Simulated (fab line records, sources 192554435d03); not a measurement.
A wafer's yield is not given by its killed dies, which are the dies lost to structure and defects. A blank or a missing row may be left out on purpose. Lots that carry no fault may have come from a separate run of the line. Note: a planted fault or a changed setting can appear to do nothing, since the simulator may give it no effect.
Struck lot and sound lot, side by side | flow n5Finfet | 33 out of 1938 route steps
Sound: these wafers, L363.3, L363.5, L363.6. Wafers L366.4, L366.5, L366.6 were the ones struck. The cause is named last.
For every step that has rows: the tool of each side, followed by ch and its chambers, followed by its first start. Under that, the readings that differ: sound wafers | struck wafers | difference of the means | sigmas: that difference in standard deviations of wafers without a fault.
alike: same words and numbers on both sides, and readings whose means sit less than 2 such deviations apart. not compared: any withheld reading, any reading some wafer has no value for, any bound like >300 that may hide the same value, and any number with overlapping values for which the record gives no deviation.
Wherever a step has rows on one side only, a row that says differs or no value, or a row with sigmas, the two part there. Numbers that have no deviation but don't overlap get no sigmas and don't part them. A reading that every wafer of one side lacks parts them only if that side has two wafers or more.

first, 7 steps without rows for these wafers: N5_SD_ACTIVATION_LSA_01 (time 0.0008 s); N5_ILD0_LINER_00 (material SiNx, target thk 4 nm, pulse time 1 s, purge time 2 s); N5_ILD0_FCVD_FILL_01 (material SiO2 flowable, target thk 200 nm, time 328.3 s); N5_ILD0_CURE_02 (time 1800 s); N5_ILD0_CMP_03 (polishes, stops on SiNx, t overpolish 1.9 s, target thk 197.38 nm); N5_ILD0_CMP_07 (polishes SiO2 flowable, stops on poly-Si, t overpolish 1.18 s, target thk 138.88 nm); N5_ILD0_PRECLEAN_10 (cleans in NF3:NH3, afs cycles 5, time 20 s, sublimation time 60 s).
N5_ILD0_ALD_15: deposits SiNx, target thk 24 nm, pulse time 1 s, ald cycles 480.
  sound on aldSin-01 ch 0,2,3, day 6 16:11; struck on aldSin-01 ch 0,1,2, day 7 09:53
  alike: heaterPowerW, precursorPulseHeightRel
then, 24 steps without rows for these wafers: N5_ILD0_CMP_12 (polishes SiNx, stops on poly-Si, t overpolish 6 s, target thk 17.67 nm); N5_SDB_HM_DEP_00 (deposits SiNx from SiH4/NH3/N2, target thk 40 nm, time 35.3 s); N5_SDB_COAT_03 (time 60 s, resist thk 100 nm); N5_SDB_COAT_04 (time 60 s, resist thk 18 nm); N5_SDB_COAT_05 (resist thk 90 nm); N5_SDB_EBR_07; N5_SDB_SOFTBAKE_06 (time 60 s); N5_SDB_EXPOSE_08 (exposes mask SDB); N5_SDB_PEB_09 (peb time 60 s); N5_SDB_DEVELOP_10 (develop time 30 s); N5_SDB_DESCUM_16 (chemistry O2, time 7.9 s); N5_SDB_ETCH_17 (etches SiARC in CF4, target depth 23.4 nm, time 39 s); N5_SDB_ETCH_18 (etches SOC in N2/H2, target depth 100 nm, overetch 20 nm, time 150 s); N5_SDB_STRIP_19 (strips in N2/H2); N5_SDB_STRIP_21 (strips in CF4); N5_SDB_HM_OPEN_20 (chemistry CH3F/O2, target SiNx, stops on poly-Si, target depth 24 nm); N5_SDB_STRIP_22 (strips in N2/H2); N5_SDB_PRECLEAN_23 (cleans in dHF, time 30 s); N5_SDB_DUMMY_REMOVE_24 (chemistry TMAH, target poly-Si, stops on SiO2, target depth 142 nm, time 57 s, rinse time 30 s); N5_SDB_ETCH_25 (etches SiO2 in C4F6/O2, target depth 10 nm, time 3.3 s); N5_SDB_CUT_ETCH_26 (etches Si in HBr/Cl2/O2, target depth 129.6 nm, bt time 20 s, time 51.8 s); N5_SDB_PRECLEAN_38 (cleans in dHF, time 10 s); N5_SDB_PRECLEAN_39 (cleans in O3/DIW, time 45 s); N5_SDB_SRD_28 (time 30 s).
-- the record jumps here: 9 days lie between the struck wafers' starts before and after (it left off in module SDB and takes up again in module PASSIVATION, whose first step shown is number 1936 of the route) --
N5_PASSIVATION_PROBE_49:
  record: rows for the struck wafers here (prober-01, day 16 02:50), none for the sound ones

## WHERE THEY PART
Within this record, at N5_PASSIVATION_PROBE_49 only.

WHY: what the simulator had put in
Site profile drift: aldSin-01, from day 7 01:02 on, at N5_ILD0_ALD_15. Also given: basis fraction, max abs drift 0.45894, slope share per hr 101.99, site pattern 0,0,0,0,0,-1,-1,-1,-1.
